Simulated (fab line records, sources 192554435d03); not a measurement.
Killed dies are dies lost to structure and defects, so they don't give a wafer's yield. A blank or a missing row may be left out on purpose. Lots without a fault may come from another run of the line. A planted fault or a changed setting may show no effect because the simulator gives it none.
Chamber matching | flow n5_finfet | N5_BEOL_M5_ETCH_72 on rie_diel-02: 4 sister chambers
The step etches underlayer in N2/H2, target depth 6.5 nm, time 5.2 s. 8 wafers are shown with their chamber, then 6 later ones without.

WAFERS WITH THEIR CHAMBER
wafer  | chamber | showerhead_plenum_p_Torr (Torr) | throttle_valve_pct (%)
L736.1 | 1       | 2.66                            | 17.61
L736.2 | 2       | 2.50                            | 17.89
L736.6 | 0       | 2.47                            | 17.88
L735.1 | 1       | 2.66                            | 17.64
L735.2 | 3       | 2.40                            | 17.96
L735.4 | 0       | 2.47                            | 17.89
L737.2 | 3       | 2.39                            | 17.95
L737.6 | 2       | 2.50                            | 17.89

WAFERS WITHOUT THEIR CHAMBER
wafer  | showerhead_plenum_p_Torr (Torr) | throttle_valve_pct (%)
L744.2 | 2.49                            | 17.92
L744.3 | 2.65                            | 17.65
L744.4 | 2.39                            | 17.99
L743.2 | 2.65                            | 17.64
L743.4 | 2.46                            | 17.94
L743.5 | 2.49                            | 17.90

WHICH CHAMBER EACH WENT THROUGH
wafer  | from the rows above | in truth
L744.2 | 2                   | 2
L744.3 | 1                   | 1
L744.4 | 3                   | 3
L743.2 | 1                   | 1
L743.4 | 0                   | 0
L743.5 | 2                   | 2
Placed correctly: 6 of 6. Can't be placed from these rows: 0. Placed wrongly: 0.
How it was worked out, from the rows above alone: a wafer's distance from a chamber is the root of the sum, over the readings, of the square of ((its reading less the chamber's mean) divided by the reading's scatter). The wafer belongs to the nearest chamber; if the next one is less than 2 further off, it can't be placed. A chamber's mean is the mean of its shown wafers. The scatter: the root of (the sum of the squares of (reading less its chamber's mean) over the shown wafers, divided by (wafers less chambers)).
